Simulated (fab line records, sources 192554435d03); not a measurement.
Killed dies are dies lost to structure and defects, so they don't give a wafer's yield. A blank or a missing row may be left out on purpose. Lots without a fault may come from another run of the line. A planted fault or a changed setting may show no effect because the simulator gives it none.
Problem report in the 8D (eight disciplines) form, filled by code | flow n5_finfet | the parts of the form that need people (team, actions taken, sign-off) are left out

1. THE PROBLEM
M15_ILD_THK at N5_BEOL_M15_THK_MEAS_01 reads a mean of 1251 nm on 3 wafers of 3 lots; wafers without a fault read 1634 nm with a standard deviation of 20. That is -19 standard deviations from the usual mean.
First seen on wafer L739.6, day 13 12:25, on film_metro-02. The record holds 31 wafers of 11 lots with a number at this step. Rule for "out", or "out of limits": more than 4 standard deviations from the usual mean. The other wafers with a number count as sound.

2. WHAT IT IS AND WHAT IT IS NOT
question                    | is                     | is not
which readings at this step | M15_ILD_THK            | -
which lots                  | L739, L740, L741       | L730, L733, L734, L744, L750, L751, L752, L753
which wafers of those lots  | L739.6, L740.6, L741.4 | L739.3, L740.2, L740.5, L741.3
read on which gauges        | film_metro-02          | film_metro-01
when                        | from day 13 12:25      | up to then (10 sound wafers); but 18 sound wafers of L740, L741, L744, L750, L751, L752, L753 came after

3. SUSPECTS, AND WHAT RULES EACH OUT
Counting: a tool at a process step up to the reading stays a suspect if it ran every lot that is out. Sound lots after the first of them don't rule it out here, since some wafers of a struck lot are sound.
- the gauge at N5_BEOL_M15_THK_MEAS_01: ruled out. All the wafers that are out were read on film_metro-02, but those of them that N5_BEOL_M15_ILD_DEP_00 has rows for are out there too, on other tools.
- rtp_anneal-02 at N5_BEOL_M14_ANNEAL_48 (time 90 s): kept. It ran every lot that is out, first L739 (day 13 11:28); its last sound lot up to then is L730 (day 11 04:05).
- pecvd-02 at N5_BEOL_M15_ILD_DEP_00 (deposits SiO2 from TEOS/O2, target thk 1629.3 nm, time 346.1 s): kept. It ran every lot that is out, first L739 (day 13 12:10); its last sound lot up to then is L734 (day 11 19:41). Its own readings are out on those wafers: run_length_s.
Left after counting: rtp_anneal-02 at N5_BEOL_M14_ANNEAL_48, pecvd-02 at N5_BEOL_M15_ILD_DEP_00.

4. THE CAUSE (what the simulator had put in)
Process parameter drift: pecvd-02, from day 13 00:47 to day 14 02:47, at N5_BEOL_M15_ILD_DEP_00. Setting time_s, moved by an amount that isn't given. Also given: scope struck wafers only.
Counting left 2 suspects, and this tool is among them.

5. THE CHAIN OF EFFECTS, in route order
Each row: a reading whose mean over the struck wafers that have a number lies more than 3 standard deviations from the usual. Only readings for which the record gives a usual standard deviation are gone through. hours: the time from each lot's start at the first step in this table that gives one to its start at this step, as a median over the lots. sigmas: the change in usual standard deviations.
hours | step                    | reading         | usual    | on struck wafers | change | sigmas
0     | N5_BEOL_M15_ILD_DEP_00  | run_length_s    | 388.7 s  | 307.1            | -81.6  | -99 or more
0     | N5_BEOL_M15_THK_MEAS_01 | M15_ILD_THK     | 1634 nm  | 1251             | -383   | -19
1     | N5_BEOL_M15_CD_MEAS_17  | cd_nm           | 360.9 nm | 355.9            | -5.0   | -3.4
23    | N5_PASSIVATION_PROBE_49 | killed_at_other | 3.3      | 14.0             | +10.7  | +4.1
The process steps in it:
- N5_BEOL_M15_ILD_DEP_00: deposits SiO2 from TEOS/O2, target thk 1629.3 nm, time 346.1 s.
- N5_PASSIVATION_PROBE_49

6. WHAT WOULD HAVE CAUGHT IT SOONER
In this record the first reading out of limits at a measuring or inspecting step was taken at day 13 12:25, 12 hours after the fault began at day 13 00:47.
The tool's own readings at N5_BEOL_M15_ILD_DEP_00 were out on every struck wafer that the step has a row for (run_length_s): an alarm limit on them would have fired on the first of those.
Of the lots that are out (3), L741, L740 began N5_BEOL_M15_ILD_DEP_00 on pecvd-02 after day 13 12:25. A hold on the tool at that time would have spared those 2.
